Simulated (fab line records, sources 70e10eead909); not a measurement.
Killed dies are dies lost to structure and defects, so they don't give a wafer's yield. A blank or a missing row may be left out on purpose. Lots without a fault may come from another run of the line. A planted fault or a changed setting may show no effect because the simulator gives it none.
Chamber matching | flow nand_harc | NHARC_A_STAIRCASE_DESCUM_11 on rie_diel-07: 4 sister chambers
The step chemistry O2, time 3 s. 8 wafers are shown with their chamber, then 10 later ones without.

WAFERS WITH THEIR CHAMBER
wafer  | chamber | showerhead_plenum_p_Torr (Torr) | drypump_motor_current_A (A)
L079.5 | 3       | 1.96                            | 6.3
L080.4 | 1       | 1.80                            | 5.8
L080.6 | 3       | 1.96                            | 6.4
L081.1 | 1       | 1.80                            | 5.8
L081.4 | 0       | 1.84                            | 6.6
L081.5 | 2       | 2.00                            | 5.8
L089.1 | 2       | 1.99                            | 5.8
L089.4 | 0       | 1.83                            | 6.5

WAFERS WITHOUT THEIR CHAMBER
wafer  | showerhead_plenum_p_Torr (Torr) | drypump_motor_current_A (A)
L089.5 | 1.99                            | 5.8
L088.2 | 1.99                            | 5.8
L088.4 | 1.83                            | 6.5
L088.5 | 1.83                            | 6.5
L095.3 | 1.83                            | 6.5
L095.4 | 1.79                            | 5.7
L095.6 | 1.83                            | 6.5
L094.2 | 1.95                            | 6.4
L094.3 | 1.79                            | 5.7
L094.4 | 1.83                            | 6.6

WHICH CHAMBER EACH WENT THROUGH
wafer  | from the rows above | in truth
L089.5 | 2                   | 2
L088.2 | 2                   | 2
L088.4 | 0                   | 0
L088.5 | 0                   | 0
L095.3 | 0                   | 0
L095.4 | 1                   | 1
L095.6 | 0                   | 0
L094.2 | 3                   | 3
L094.3 | 1                   | 1
L094.4 | 0                   | 0
Placed correctly: 10 of 10. Can't be placed from these rows: 0. Placed wrongly: 0.
How it was worked out, from the rows above alone: a wafer's distance from a chamber is the root of the sum, over the readings, of the square of ((its reading less the chamber's mean) divided by the reading's scatter). The wafer belongs to the nearest chamber; if the next one is less than 2 further off, it can't be placed. A chamber's mean is the mean of its shown wafers. The scatter: the root of (the sum of the squares of (reading less its chamber's mean) over the shown wafers, divided by (wafers less chambers)).
